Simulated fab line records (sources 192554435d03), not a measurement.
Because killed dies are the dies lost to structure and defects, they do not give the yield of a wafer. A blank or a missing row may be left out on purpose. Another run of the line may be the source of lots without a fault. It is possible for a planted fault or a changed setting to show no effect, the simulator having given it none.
Chamber matching || flow n5Finfet || 4 sister chambers for N5_PMOS_HMC_CHANNEL_EPI_CMP_21 on cmp-01
The step polishes SiGe30, target thk 54 nm. 8 wafers are shown with their chamber, then 9 later ones without.

## WAFERS, EACH WITH ITS CHAMBER
{"wafer": "L085.1", "chamber": 0, "motorCurrentA (A)": 12.5}
{"wafer": "L085.2", "chamber": 1, "motorCurrentA (A)": 11.7}
{"wafer": "L086.1", "chamber": 3, "motorCurrentA (A)": 14.4}
{"wafer": "L086.2", "chamber": 1, "motorCurrentA (A)": 11.1}
{"wafer": "L086.4", "chamber": 2, "motorCurrentA (A)": 10.8}
{"wafer": "L087.1", "chamber": 0, "motorCurrentA (A)": 12.6}
{"wafer": "L087.5", "chamber": 3, "motorCurrentA (A)": 13.2}
{"wafer": "L087.6", "chamber": 2, "motorCurrentA (A)": 11.3}

## WAFERS WITH NO CHAMBER GIVEN
{"wafer": "L088.2", "motorCurrentA (A)": 10.8}
{"wafer": "L088.3", "motorCurrentA (A)": 14.8}
{"wafer": "L088.5", "motorCurrentA (A)": 11.5}
{"wafer": "L092.1", "motorCurrentA (A)": 11.0}
{"wafer": "L092.2", "motorCurrentA (A)": 11.7}
{"wafer": "L092.4", "motorCurrentA (A)": 15.2}
{"wafer": "L094.3", "motorCurrentA (A)": 12.1}
{"wafer": "L094.4", "motorCurrentA (A)": 11.5}
{"wafer": "L094.5", "motorCurrentA (A)": 11.3}

## THE CHAMBER EACH PASSED THROUGH
{"wafer": "L088.2", "from the rows above": "can't be placed: 2 or 1", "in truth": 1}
{"wafer": "L088.3", "from the rows above": 3, "in truth": 3}
{"wafer": "L088.5", "from the rows above": "can't be placed: 1 or 2 or 0", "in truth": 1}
{"wafer": "L092.1", "from the rows above": "can't be placed: 2 or 1", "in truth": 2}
{"wafer": "L092.2", "from the rows above": "can't be placed: 1 or 2 or 0", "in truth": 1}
{"wafer": "L092.4", "from the rows above": 3, "in truth": 3}
{"wafer": "L094.3", "from the rows above": "can't be placed: 0 or 1 or 2", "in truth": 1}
{"wafer": "L094.4", "from the rows above": "can't be placed: 1 or 2 or 0", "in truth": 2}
{"wafer": "L094.5", "from the rows above": "can't be placed: 1 or 2", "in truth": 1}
2 of 9 placed correctly. Unplaceable from these rows: 7, with the true chamber sitting among the candidates in 7. Placed wrongly: 0.
How it was worked out, from the rows above alone: a wafer's distance from a chamber is the root of the sum, over the readings, of the square of ((its reading less the chamber's mean) divided by the reading's scatter). The wafer belongs to the nearest chamber; if the next one is less than 2 further off, it can't be placed. The mean given for a chamber averages the wafers shown for that chamber. The scatter: the root of (the sum of the squares of (reading less its chamber's mean) over the shown wafers, divided by (wafers less chambers)).
